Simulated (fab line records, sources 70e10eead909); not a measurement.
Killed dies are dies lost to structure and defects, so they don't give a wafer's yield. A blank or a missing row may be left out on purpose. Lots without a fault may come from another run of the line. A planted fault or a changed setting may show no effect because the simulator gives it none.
Chamber matching | flow nand_harc | NHARC_A_STAIRCASE_DESCUM_11 on rie_diel-13: 4 sister chambers
The step chemistry O2, time 3 s. 16 wafers are shown with their chamber, then 8 later ones without.

WAFERS WITH THEIR CHAMBER
wafer  | chamber | showerhead_plenum_p_Torr (Torr) | oes_product_au (a.u.) | rf_vpp_V (V)
L225.1 | 0       | 1.91                            | 1.001                 | 58.8
L225.3 | 3       | 1.90                            | 0.976                 | 57.1
L225.5 | 2       | 1.82                            | 1.019                 | 58.5
L226.4 | 1       | 2.05                            | 0.983                 | 57.3
L226.5 | 2       | 1.82                            | 1.027                 | 57.3
L226.6 | 1       | 2.05                            | 0.988                 | 57.8
L227.1 | 2       | 1.82                            | 1.015                 | 57.0
L227.4 | 3       | 1.90                            | 0.985                 | 57.8
L227.5 | 0       | 1.90                            | 0.998                 | 57.6
L230.1 | 0       | 1.90                            | 1.011                 | 58.9
L230.5 | 1       | 2.05                            | 0.989                 | 57.8
L230.6 | 0       | 1.90                            | 1.009                 | 57.8
L237.1 | 1       | 2.04                            | 0.992                 | 56.8
L237.4 | 2       | 1.81                            | 1.025                 | 55.3
L237.5 | 3       | 1.89                            | 0.997                 | 56.8
L240.2 | 2       | 1.81                            | 0.992                 | 55.6

SIGNATURES (means of the wafers above)
reading                  | chamber 0 | chamber 1 | chamber 2 | chamber 3 | scatter within a chamber
showerhead_plenum_p_Torr | 1.9025    | 2.0475    | 1.8160    | 1.8967    | 0.0053
oes_product_au           | 1.00475   | 0.98800   | 1.01560   | 0.98600   | 0.00987
rf_vpp_V                 | 58.275    | 57.425    | 56.740    | 57.233    | 0.886
Rule: a wafer's distance from a chamber is the root of the sum, over the readings, of the square of ((its reading less the chamber's mean) divided by the reading's scatter). The wafer belongs to the nearest chamber; if the next one is less than 2 further off, it can't be placed. The scatter: the root of (the sum of the squares of (reading less its chamber's mean) over the shown wafers, divided by (wafers less chambers)).

WAFERS WITHOUT THEIR CHAMBER
wafer  | showerhead_plenum_p_Torr (Torr) | oes_product_au (a.u.) | rf_vpp_V (V)
L240.3 | 1.89                            | 0.988                 | 57.5
L240.5 | 1.89                            | 0.981                 | 58.2
L241.3 | 2.04                            | 1.006                 | 58.2
L241.4 | 1.80                            | 1.007                 | 58.2
L241.5 | 1.89                            | 1.003                 | 57.3
L243.2 | 2.03                            | 1.005                 | 56.9
L243.3 | 1.89                            | 1.004                 | 58.6
L243.5 | 2.03                            | 1.004                 | 57.0

WHICH CHAMBER EACH WENT THROUGH
wafer  | from the rows above     | in truth
L240.3 | can't be placed: 3 or 0 | 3
L240.5 | can't be placed: 3 or 0 | 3
L241.3 | 1                       | 1
L241.4 | 2                       | 2
L241.5 | can't be placed: 3 or 0 | 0
L243.2 | 1                       | 1
L243.3 | can't be placed: 0 or 3 | 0
L243.5 | 1                       | 1
Placed correctly: 4 of 8. Can't be placed from these rows: 4 (the true chamber is among the candidates in 4). Placed wrongly: 0.
